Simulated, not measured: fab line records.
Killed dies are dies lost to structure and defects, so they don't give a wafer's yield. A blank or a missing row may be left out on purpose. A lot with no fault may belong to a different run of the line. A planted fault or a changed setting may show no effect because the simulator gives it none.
A lot that was struck, set against a sound lot || flow nand_harc || 22 steps out of a route of 1302
Sound: these wafers, L500.3, L500.4, L500.6. Wafers L511.1, L511.2, L511.3 were the ones struck. The cause comes at the end.
At each step with rows: each side's tool, then ch and its chambers, then its first start. Under that, the readings that differ: sound wafers || struck wafers || difference of the means || sigmas: that difference in standard deviations of wafers without a fault.
alike: same words and numbers on both sides, and readings whose means sit less than 2 such deviations apart. not compared: any withheld reading, any reading some wafer has no value for, any bound like >300 that may hide the same value, and any number with overlapping values for which the record gives no deviation.
The two part at a step that has a row with sigmas, a row that says differs or no value, or rows on one side only. Numbers that don't overlap but have no deviation are shown without sigmas and don't part them. A reading that every wafer of one side lacks parts them only if that side has two wafers or more.

NHARC_A_SGD_CUT_CD_MEAS_09 targets a cd of 100 nm.
  sound on cd_sem-02 ch 0, day 19 02:23; struck on cd_sem-03 ch 0, day 23 14:05
  alike: cd_nm
NHARC_A_SGD_CUT_OVL_MEAS_10:
  struck on overlay-01, day 23 14:10; sound on overlay-02, day 19 02:28
{"reading": "overlay_y_nm (nm)", "sound": "-0.2 0.2 -0.7", "struck": "1.2 1.7 1.4", "difference": "+1.7", "sigmas": "+2"}
  alike: overlay_x_nm
NHARC_A_SGD_CUT_INSPECT_11:
  struck on defect_inspect-01, day 23 14:13; sound on defect_inspect-02, day 19 02:31
  alike: raw_defect_count
then, 3 steps without rows for these wafers: NHARC_A_SGD_CUT_DESCUM_14 (chemistry O2, time 3 s); NHARC_A_SGD_CUT_ETCH_58 (etches the open film in CF4, target depth 39 nm, time 65 s); NHARC_A_SGD_CUT_ETCH_59 (etches the open film in N2/H2, target depth 260 nm, time 406.25 s).
NHARC_A_SGD_CUT_ETCH_15: etches the open film in CH3F/O2, target depth 75 nm, time 64.3 s.
  sound: rie_diel-10 ch 1,2,3; struck: rie_diel-11 ch 0,2,3
{"reading": "oes_product_au (a.u.)", "sound": "0.948 0.993 1.005", "struck": "0.934 0.935 0.929", "difference": -0.049, "sigmas": -2}
  alike: drypump_motor_current_A, rf_vpp_V, showerhead_plenum_p_Torr, throttle_valve_pct
  not compared: rf_hours_counter_h
then, 2 steps without rows for these wafers: NHARC_A_SGD_CUT_ETCH_16 (etches the open film in C4F8/O2/Ar, target depth 310.5 nm, time 155.2 s); NHARC_A_SGD_CUT_STRIP_60 (strips in C4F8/O2/Ar).
NHARC_A_SGD_CUT_STRIP_17: strips in O2.
  sound: rie_diel-10 ch 1,3; struck: rie_diel-11 ch 0,1,2
  alike: drypump_motor_current_A, oes_product_au, rf_vpp_V, showerhead_plenum_p_Torr, throttle_valve_pct
  not compared: rf_hours_counter_h
then, 2 steps without rows for these wafers: NHARC_A_SGD_CUT_PRECLEAN_18 (cleans in SC1); NHARC_A_SGD_CUT_SRD_19.
NHARC_A_SGD_CUT_DEP_20: deposits SiO2, target thk 150 nm.
  sound on fcvd-02 ch 0,1, day 19 03:44; struck on fcvd-01 ch 0,1, day 23 15:23
then, 1 step without rows for these wafers: NHARC_A_SGD_CUT_ANNEAL_27 (time 1800 s).
NHARC_A_SGD_CUT_CMP_21: polishes, target thk 148.19 nm.
  sound on cmp-04 ch 0,1,3, day 19 08:31; struck on cmp-04 ch 0,1,3, day 23 18:13
  alike: motor_current_A, time_to_endpoint_s
NHARC_A_SGD_CUT_THK_MEAS_22: measures by ellipsometry.
  struck on film_metro-01, day 23 18:28; sound on film_metro-01, day 19 08:44
  alike: thk_nm
then, 3 steps without rows for these wafers: NHARC_A_SGD_CUT_SRD_23; NHARC_A_SGD_CUT_ETCH_26 (etches SiO2 in dHF, target depth 45.8 nm); NHARC_A_SGD_CUT_ETCHBACK_24 (etches the open film in CH3F/O2, target depth 50 nm, time 92.857 s).
NHARC_A_SGD_CUT_STRIP_28: strips in O2, time 20 s.
  sound: rie_diel-10 ch 0,1,3; struck: rie_diel-05 ch 0,1,3
  alike: drypump_motor_current_A, oes_product_au, rf_vpp_V, showerhead_plenum_p_Torr, throttle_valve_pct
  not compared: rf_hours_counter_h
NHARC_A_SLIT_DEP_25: deposits SiO2, target thk 200 nm.
  sound on pecvd-01 ch 0,2, day 19 09:18; struck on pecvd-01 ch 0,1,2, day 23 21:34
{"reading": "hold", "sound": "- - -", "struck": "await_dispo/2.4h/release await_dispo/2.4h/release await_dispo/2.4h/release", "difference": "no value on the sound wafers", "sigmas": ""}
  alike: heater_power_w, throttle_valve_pct
-- the record jumps here: 5 days lie between the struck wafers' starts before and after (it left off in module A_SLIT and takes up again in module END, whose first step shown is number 1302 of the route) --
NHARC_END_SORT_01:
  the record has rows for the struck wafers here (prober-01 ch 0, day 28 21:49) and none for the sound ones

## WHERE THEY PART
Earliest at NHARC_A_SGD_CUT_OVL_MEAS_10; latest, in this record, at NHARC_END_SORT_01.

WHY: the cause the simulator had injected
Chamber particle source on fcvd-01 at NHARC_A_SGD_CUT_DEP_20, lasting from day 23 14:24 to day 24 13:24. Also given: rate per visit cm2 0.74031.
